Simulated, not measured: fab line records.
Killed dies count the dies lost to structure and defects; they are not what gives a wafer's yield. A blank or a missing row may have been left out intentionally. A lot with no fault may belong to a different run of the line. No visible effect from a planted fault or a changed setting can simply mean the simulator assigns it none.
Matching of chambers | flow nand-harc | NHARC_P_CONTACT_CMP_24 on cmp-04 has 4 sister chambers
The step polishes, t overpolish 30 s, target thk 200 nm. 8 wafers are shown with their chamber, then 12 later ones without.

WAFERS PAIRED WITH THEIR CHAMBERS
wafer  | chamber | motor-current-A (A) | time-to-endpoint-s (s)
L089.1 | 3       | 9.8                 | 39
L089.2 | 2       | 12.7                | 49
L089.4 | 0       | 11.7                | 45
L089.5 | 2       | 12.7                | 46
L089.6 | 1       | 12.4                | 46
L092.1 | 3       | 10.5                | 38
L092.2 | 0       | 11.9                | 46
L092.4 | 1       | 12.6                | 41

WAFERS WITH NO CHAMBER GIVEN
wafer  | motor-current-A (A) | time-to-endpoint-s (s)
L094.1 | 10.5                | 35
L094.4 | 12.0                | 43
L094.5 | 12.1                | 43
L095.1 | 11.8                | 44
L095.3 | 12.5                | 47
L095.4 | 12.6                | 43
L097.2 | 13.2                | 43
L097.3 | 12.7                | 39
L097.4 | 10.7                | 34
L097.1 | 11.5                | 42
L097.5 | 12.6                | 44
L097.6 | 11.7                | 41

THE CHAMBER EACH PASSED THROUGH
wafer  | from the rows above          | in truth
L094.1 | 3                            | 3
L094.4 | can't be placed: 0 or 1 or 2 | 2
L094.5 | can't be placed: 1 or 0 or 2 | 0
L095.1 | can't be placed: 0 or 1      | 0
L095.3 | can't be placed: 2 or 1 or 0 | 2
L095.4 | can't be placed: 1 or 2      | 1
L097.2 | can't be placed: 1 or 2      | 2
L097.3 | can't be placed: 1 or 2      | 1
L097.4 | 3                            | 3
L097.1 | can't be placed: 0 or 1      | 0
L097.5 | can't be placed: 1 or 2      | 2
L097.6 | can't be placed: 0 or 1      | 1
Placed correctly: 2 of 12. These rows do not allow placing 10 (true chamber among the candidates in 10). Wrongly placed: 0.
How it was worked out, from the rows above alone: a wafer's distance from a chamber is the root of the sum, over the readings, of the square of ((its reading less the chamber's mean) divided by the reading's scatter). The wafer belongs to the nearest chamber; if the next one is less than 2 further off, it can't be placed. A chamber's mean is the mean of its shown wafers. The scatter: the root of (the sum of the squares of (reading less its chamber's mean) over the shown wafers, divided by (wafers less chambers)).
